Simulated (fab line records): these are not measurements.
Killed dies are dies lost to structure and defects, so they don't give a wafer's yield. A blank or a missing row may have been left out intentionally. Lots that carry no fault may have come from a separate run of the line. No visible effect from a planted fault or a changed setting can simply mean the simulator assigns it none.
Split-lot experiment + flow n5-finfet + 39 wafers read from 7 lots, route of 1938 steps

## ON THE SPLIT
At N5_BEOL_M14_SPUTTER_43 (material TaN, target thk 15 nm, time 24.19 s), the setting target-thk-a was moved away from the recipe's 150 angstrom on 15 of the 39 wafers read, by -53.1% to +34.5%. This setting was run at the recipe's value on the other wafers.

## FROM THE SPLIT TO THE READING: what the file shows between them, 4 steps
- N5_BEOL_M14_SPUTTER_44: material Ta, target thk 15 nm, time 24.19 s
- N5_BEOL_M14_SPUTTER_45: material Cu, target thk 100 nm, time 16.67 s
- N5_BEOL_M14_ECD_47: material Cu, target thk 1248 nm
- N5_BEOL_M14_ANNEAL_48: time 90 s

## THE READING
barrier-field-endpoint-s, in s, at N5_BEOL_M14_CMP_49 (polishes, stops on SiO2, t overpolish 5.2 s, target thk 560 nm). Typical for fault-free wafers on this fab line: 11.49 s, with standard deviation 0.26 s.

| wafer  | tool, chamber at the split | target-thk-a as run, angstrom | against the recipe | barrier-field-endpoint-s, s | against lot-mates on the recipe |
|--------|----------------------------|-------------------------------|--------------------|-----------------------------|---------------------------------|
| L075.3 | pvd-sputter-02, -          | 150                           | recipe             | 12.10                       | -                               |
| L075.2 | pvd-sputter-02, -          | 150                           | recipe             | 11.88                       | -                               |
| L075.4 | pvd-sputter-02, -          | 150                           | recipe             | 11.49                       | -                               |
| L075.1 | pvd-sputter-02, -          | 194.8                         | +29.9%             | 13.69                       | +1.87                           |
| L075.6 | pvd-sputter-02, -          | 194.8                         | +29.9%             | 13.62                       | +1.80                           |
| L075.5 | pvd-sputter-02, -          | 194.8                         | +29.9%             | 13.29                       | +1.47                           |
| L077.2 | pvd-sputter-03, -          | 150                           | recipe             | 12.12                       | -                               |
| L077.1 | pvd-sputter-03, -          | 150                           | recipe             | 11.59                       | -                               |
| L077.6 | pvd-sputter-03, -          | 150                           | recipe             | 11.83                       | -                               |
| L078.2 | pvd-sputter-01, -          | 150                           | recipe             | 11.36                       | -                               |
| L078.4 | pvd-sputter-01, -          | 175.4                         | +16.9%             | 12.02                       | +0.69                           |
| L078.1 | pvd-sputter-01, -          | 175.4                         | +16.9%             | 12.54                       | +1.21                           |
| L078.3 | pvd-sputter-01, -          | 150                           | recipe             | 11.32                       | -                               |
| L078.5 | pvd-sputter-01, -          | 175.4                         | +16.9%             | 12.44                       | +1.11                           |
| L078.6 | pvd-sputter-01, -          | 150                           | recipe             | 11.32                       | -                               |
| L082.2 | pvd-sputter-01, -          | 150                           | recipe             | 11.91                       | -                               |
| L082.3 | pvd-sputter-01, -          | 70.36                         | -53.1%             | 8.83                        | -3.09                           |
| L082.1 | pvd-sputter-01, -          | 150                           | recipe             | 12.02                       | -                               |
| L082.4 | pvd-sputter-01, -          | 70.36                         | -53.1%             | 8.51                        | -3.41                           |
| L082.6 | pvd-sputter-01, -          | 70.36                         | -53.1%             | 8.76                        | -3.16                           |
| L082.5 | pvd-sputter-01, -          | 150                           | recipe             | 11.83                       | -                               |
| L083.4 | pvd-sputter-02, -          | 117.2                         | -21.9%             | 10.20                       | -1.21                           |
| L083.3 | pvd-sputter-02, -          | 150                           | recipe             | 11.34                       | -                               |
| L083.2 | pvd-sputter-02, -          | 117.2                         | -21.9%             | 10.21                       | -1.20                           |
| L083.1 | pvd-sputter-02, -          | 150                           | recipe             | 11.38                       | -                               |
| L083.6 | pvd-sputter-02, -          | 117.2                         | -21.9%             | 10.22                       | -1.19                           |
| L083.5 | pvd-sputter-02, -          | 150                           | recipe             | 11.50                       | -                               |
| L087.4 | pvd-sputter-01, -          | 150                           | recipe             | 11.63                       | -                               |
| L087.2 | pvd-sputter-01, -          | 150                           | recipe             | 11.56                       | -                               |
| L087.3 | pvd-sputter-01, -          | 150                           | recipe             | 11.78                       | -                               |
| L087.1 | pvd-sputter-01, -          | 150                           | recipe             | 11.50                       | -                               |
| L087.5 | pvd-sputter-01, -          | 150                           | recipe             | 11.59                       | -                               |
| L087.6 | pvd-sputter-01, -          | 150                           | recipe             | 11.73                       | -                               |
| L093.4 | pvd-sputter-03, -          | 201.8                         | +34.5%             | 13.57                       | +2.01                           |
| L093.3 | pvd-sputter-03, -          | 150                           | recipe             | 11.81                       | -                               |
| L093.1 | pvd-sputter-03, -          | 201.8                         | +34.5%             | 13.47                       | +1.91                           |
| L093.2 | pvd-sputter-03, -          | 201.8                         | +34.5%             | 13.42                       | +1.86                           |
| L093.5 | pvd-sputter-03, -          | 150                           | recipe             | 11.32                       | -                               |
| L093.6 | pvd-sputter-03, -          | 150                           | recipe             | 11.55                       | -                               |

THE FIT
A straight line over all 39 wafers: barrier-field-endpoint-s changes by +0.0564 s for each +1% of target-thk-a; r = +0.98; the points scatter about the line by 0.25 s.
The same after taking each lot's own level away (the mean of its wafers on the recipe; 39 wafers): +0.0585 s for each +1%; r = +0.99; scatter 0.16 s.
The reading moves by 3.1 s for the largest change in target-thk-a, on that fit.
The lots' own levels span 11.333 to 11.920 s, that is 2.3 times the standard deviation above.
Hence the lot-to-lot level has little effect on the slope; both slopes agree.
Check: -3.13 s against its lot-mates is what the line predicts for one of the wafers moved furthest among these (-53.1%) when that wafer is left out of the fit. Against them it came out at -3.09 s.

## THESE WAFERS: OTHER SPLITS
These wafers also went through other splits before the reading. Each is held against what the fit with the lots' levels taken away leaves over:
| other split on the same wafers     | wafers away from the commonest value | r with barrier-field-endpoint-s (lot level and that fit taken away) |
|------------------------------------|--------------------------------------|---------------------------------------------------------------------|
| N5_BEOL_M12_ETCH_59 target-depth-a | 6                                    | -0.21                                                               |

## THE WHOLE CHAIN: every reading that the file lists as answering this split, in the file's order
| step                   | what it does                                                   | reading                                                                            | change (the file's fit)               | r (the file's) |
|------------------------|----------------------------------------------------------------|------------------------------------------------------------------------------------|---------------------------------------|----------------|
| N5_BEOL_M14_SPUTTER_43 | material TaN, target thk 15 nm, time 24.19 s                   | TaN_of_BEOL_M14_SPUTTER_43.thk-nm (the simulator's own value, which no gauge read) | +0.151 nm for each +1% of the setting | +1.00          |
| N5_BEOL_M14_CMP_49     | polishes, stops on SiO2, t overpolish 5.2 s, target thk 560 nm | barrier-field-endpoint-s                                                           | +0.0585 s for each +1% of the setting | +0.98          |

## FILE'S OWN FIT
barrier-field-endpoint-s changes by +0.0585 s for each +1% of target-thk-a, r = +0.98.
